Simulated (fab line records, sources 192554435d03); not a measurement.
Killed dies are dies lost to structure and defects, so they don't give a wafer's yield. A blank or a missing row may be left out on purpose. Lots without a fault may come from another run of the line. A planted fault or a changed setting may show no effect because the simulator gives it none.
Split-lot experiment | flow n5_finfet | 7 lots, 21 wafers read, on a route of 1938 steps

THE SPLIT
At N5_BEOL_M5_ETCH_72 (etches underlayer in N2/H2, target depth 6.5 nm, time 5.2 s), the setting source_w was moved away from the recipe's 840 W on 5 of the 21 wafers read, by -13.5% to +18.0%. The other wafers ran this setting at the recipe's value.

The reading is taken at the split's own step.

THE READING
rf_vpp_V, in V, at N5_BEOL_M5_ETCH_72 (etches underlayer in N2/H2, target depth 6.5 nm, time 5.2 s). Fault-free wafers of this fab line usually give 524.8 V, standard deviation 2.1 V.

wafer  | tool, chamber at the split | source_w as run, W | against the recipe | rf_vpp_V, V | against lot-mates on the recipe
L074.1 | rie_diel-05, 2             | 793.5              | -5.5%              | 536.4       | +10.6
L074.4 | rie_diel-05, 3             | 840                | recipe             | 524.3       | -
L074.5 | rie_diel-05, 0             | 840                | recipe             | 527.3       | -
L076.1 | rie_diel-05, 3             | 840                | recipe             | 523.8       | -
L076.2 | rie_diel-05, 2             | 840                | recipe             | 524.3       | -
L076.3 | rie_diel-05, 0             | 840                | recipe             | 527.8       | -
L077.1 | rie_diel-02, 2             | 760.6              | -9.5%              | 541.7       | +14.4
L077.3 | rie_diel-02, 0             | 840                | recipe             | 530.4       | -
L077.6 | rie_diel-02, 2             | 840                | recipe             | 524.3       | -
L078.2 | rie_diel-05, 2             | 991.1              | +18.0%             | 495.9       | -30.5
L078.3 | rie_diel-05, 0             | 991.1              | +18.0%             | 499.6       | -26.8
L078.6 | rie_diel-05, 0             | 840                | recipe             | 526.4       | -
L081.1 | rie_diel-05, 2             | 840                | recipe             | 524.3       | -
L081.3 | rie_diel-05, 1             | 840                | recipe             | 525.5       | -
L081.4 | rie_diel-05, 1             | 840                | recipe             | 524.5       | -
L085.1 | rie_diel-05, 3             | 840                | recipe             | 522.5       | -
L085.4 | rie_diel-05, 1             | 840                | recipe             | 521.3       | -
L085.5 | rie_diel-05, 0             | 840                | recipe             | 526.5       | -
L088.1 | rie_diel-05, 0             | 840                | recipe             | 524.2       | -
L088.2 | rie_diel-05, 1             | 726.9              | -13.5%             | 548.7       | +22.7
L088.3 | rie_diel-05, 2             | 840                | recipe             | 527.9       | -

THE FIT
A straight line over all 21 wafers: rf_vpp_V changes by -1.61 V for each +1% of source_w; r = -0.98; the points scatter about the line by 2.2 V.
The same after taking each lot's own level away (the mean of its wafers on the recipe; 21 wafers): -1.61 V for each +1%; r = -0.99; scatter 1.9 V.
On that fit, the largest move of source_w shifts the reading by 29 V.
The lots' own levels span 523.43 to 527.35 V, that is 1.9 times the standard deviation above.
So the lot-to-lot level changes the slope little: the two slopes agree.
Check: with one of the wafers moved furthest among these (+18.0%) left out of the fit, the line predicts -28 V for it against its lot-mates. It came out at -30.5 V against them.
Tool readings at the split's step, against how far the setting was moved: etch_rf_on_time_s r = -0.91; rf_vpp_V r = -0.98.

THE WHOLE CHAIN: every reading that the file lists as answering this split, in the file's order
step               | what it does                                                | reading           | change (the file's fit)              | r (the file's)
N5_BEOL_M5_ETCH_72 | etches underlayer in N2/H2, target depth 6.5 nm, time 5.2 s | etch_rf_on_time_s | withheld for each +1% of the setting | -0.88
N5_BEOL_M5_ETCH_72 | etches underlayer in N2/H2, target depth 6.5 nm, time 5.2 s | rf_vpp_V          | -1.62 V for each +1% of the setting  | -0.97

THE FILE'S OWN FIT
rf_vpp_V changes by -1.62 V for each +1% of source_w, r = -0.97.
